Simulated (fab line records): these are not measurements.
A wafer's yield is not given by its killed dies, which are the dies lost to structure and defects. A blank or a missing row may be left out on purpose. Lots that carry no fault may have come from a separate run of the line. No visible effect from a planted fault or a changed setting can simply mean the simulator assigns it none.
Comparing a struck lot with a sound one -- flow n5_finfet -- 33 steps out of a route of 1938
Sound: wafers L312.1, L312.2, L312.4. Wafers L308.2, L308.4, L308.5 were the ones struck. The cause comes at the end.
Each step with rows lists, per side, the tool, then ch with its chambers, then its first start. Under that, the readings that differ: sound wafers -- struck wafers -- difference of the means -- sigmas: that difference in standard deviations of wafers without a fault.
alike: same words and numbers on both sides, and readings whose means sit less than 2 such deviations apart. not compared: any withheld reading, any reading some wafer has no value for, any bound like >300 that may hide the same value, and any number with overlapping values for which the record gives no deviation.
The two part at a step that has a row with sigmas, a row that says differs or no value, or rows on one side only. Non-overlapping numbers with no deviation appear without sigmas and do not part them. A reading that every wafer of one side lacks parts them only if that side has two wafers or more.

first, 10 steps without rows for these wafers: N5_SD_EPI_P_SRD_20 (time 30 s); N5_SD_EPI_P_PRECLEAN_51 (cleans in NF3:NH3, afs cycles 1, time 20 s, sublimation time 60 s); N5_SD_EPI_P_VAPOR_ETCH_44 (etches SiGe30 in NF3/Ar, time 3.3 s); N5_SD_EPI_P_EPI_21 (deposits SiGe:B, time 355 s); N5_SD_EPI_P_HM_STRIP_48 (strips SiNx in H3PO4, material SiNx, target depth 3 nm); N5_SD_EPI_P_SRD_49 (time 30 s); N5_SD_EPI_P_PRECLEAN_24 (cleans in O3/DIW, time 45 s); N5_SD_EPI_P_PRECLEAN_32 (cleans in dHF, time 10 s); N5_SD_EPI_P_PRECLEAN_33 (cleans in SC2, time 45 s); N5_SD_EPI_P_SRD_25 (time 30 s).
N5_SD_ACTIVATION_RTA_00: time 0 s.
  sound on rtp_anneal-02 ch 0, day 8 14:37; struck on rtp_anneal-01, day 7 13:41
  no value came back on the struck wafers for lamp_power_pct (%), lamp_zone_1_pct (%), wafer_temp_C_max; on the sound wafers lamp_power_pct (%) reads 8.89 9.05 9.00
then, 1 step without rows for these wafers: N5_SD_ACTIVATION_LSA_01 (time 0.0008 s).
N5_SD_ACTIVATION_RS_MEAS_03: measurement is done with a four-point probe.
  struck on film_metro-01, day 7 14:05; sound on film_metro-02, day 8 15:02
reading,sound,struck,difference,sigmas
RS_SD_N (ohm/sq),21.92 21.76 21.88,24.51 24.77 24.74,+2.82,+11
RS_SD_P (ohm/sq),56.3 55.8 56.1,60.9 60.4 60.9,+4.7,+5
then, 18 steps without rows for these wafers: N5_ILD0_LINER_00 (material SiNx, target thk 4 nm, pulse time 1 s, purge time 2 s); N5_ILD0_FCVD_FILL_01 (material SiO2 flowable, target thk 200 nm, time 328.3 s); N5_ILD0_CURE_02 (time 1800 s); N5_ILD0_CMP_03 (polishes, stops on SiNx, t overpolish 1.9 s, target thk 197.38 nm); N5_ILD0_CMP_07 (polishes SiO2 flowable, stops on poly-Si, t overpolish 1.18 s, target thk 138.88 nm); N5_ILD0_PRECLEAN_10 (cleans in NF3:NH3, afs cycles 5, time 20 s, sublimation time 60 s); N5_ILD0_ALD_15 (deposits SiNx, target thk 24 nm, pulse time 1 s, ald cycles 480); N5_ILD0_CMP_12 (polishes SiNx, stops on poly-Si, t overpolish 6 s, target thk 17.67 nm); N5_SDB_HM_DEP_00 (deposits SiNx from SiH4/NH3/N2, target thk 40 nm, time 35.3 s); N5_SDB_COAT_03 (time 60 s, resist thk 100 nm); N5_SDB_COAT_04 (time 60 s, resist thk 18 nm); N5_SDB_COAT_05 (resist thk 90 nm); N5_SDB_EBR_07; N5_SDB_SOFTBAKE_06 (time 60 s); N5_SDB_EXPOSE_08 (exposes mask SDB); N5_SDB_PEB_09 (peb time 60 s); N5_SDB_DEVELOP_10 (develop time 30 s); N5_SDB_DESCUM_16 (chemistry O2, time 7.9 s).
-- the record jumps here: 6 days lie between the struck wafers' starts before and after (it left off in module SDB and takes up again in module BEOL_M4, whose first step shown is number 1111 of the route) --
N5_BEOL_M4_RC_MEAS_101:
  sound on prober-01 ch 0, day 14 03:54; struck on prober-02 ch 0, day 13 16:05
reading,sound,struck,difference,sigmas
DIBL_N (mV/V),33.5 39.2 36.1,28.8 26.0 24.4,-9.9,-4
DIBL_P (mV/V),32.5 39.1 35.8,32.8 30.0 27.1,-5.8,-2
IOFF_N (nA/um),0.11 0.21 0.15,0.07 0.05 0.04,-0.10,-3
IOFF_N_85C (nA/um),2.3 3.8 3.0,1.6 1.2 1.0,-1.8,-3
IOFF_N_LIN (nA/um),0.056 0.091 0.074,0.040 0.031 0.025,-0.042,-3
IOFF_P (nA/um),0.14 0.23 0.18,0.13 0.10 0.08,-0.08,-2
IOFF_P_LIN (nA/um),0.074 0.104 0.090,0.065 0.055 0.048,-0.033,-3
ION_N (uA/um),662 693 680,585 570 562,-106,-8
ION_P (uA/um),454 468 461,419 419 414,-44,-6
RC_DENSE_N (ohm.um),18.9 18.8 18.9,21.1 21.4 21.9,+2.6,+5
RC_N (ohm.um),15.5 15.1 15.4,17.2 17.4 17.9,+2.2,+5
REXT_N (ohm.um),73.1 72.1 72.7,119.5 122.2 120.1,+48.0,+30
REXT_P (ohm.um),101.3 101.1 100.1,132.1 131.5 131.7,+30.9,+12
RS_SD_N (ohm/sq),28.2 28.3 28.7,31.5 31.5 31.5,+3.1,+10
RS_SD_P (ohm/sq),66.2 65.6 65.9,70.5 70.7 71.5,+5.0,+5
SS_N (mV/dec),70.8 72.4 70.4,70.3 69.3 69.3,-1.6,-2
VT_N (mV),252 244 246,262 266 270,+19,+5
VT_N_LVT (mV),100 91 94,111 116 118,+20,+6
VT_P (mV),-257 -250 -253,-260 -264 -264,-9,-3
VT_P_LVT (mV),-102.6 -96.5 -99.7,-108.1 -112.2 -115.2,-12.2,-5
  alike: SS_P
-- here the record skips 5 days between the struck wafers' starts before and after, leaving off in module BEOL_M4 and picking up in module PASSIVATION (first step shown: number 1936 of the route) --
N5_PASSIVATION_PROBE_49:
  rows exist in the record for the struck wafers here (prober-02, day 18 08:53), but not for the sound ones

WHERE THEY PART
Earliest at N5_SD_ACTIVATION_RTA_00; latest, in this record, at N5_PASSIVATION_PROBE_49.

WHY: whatever the simulator had introduced
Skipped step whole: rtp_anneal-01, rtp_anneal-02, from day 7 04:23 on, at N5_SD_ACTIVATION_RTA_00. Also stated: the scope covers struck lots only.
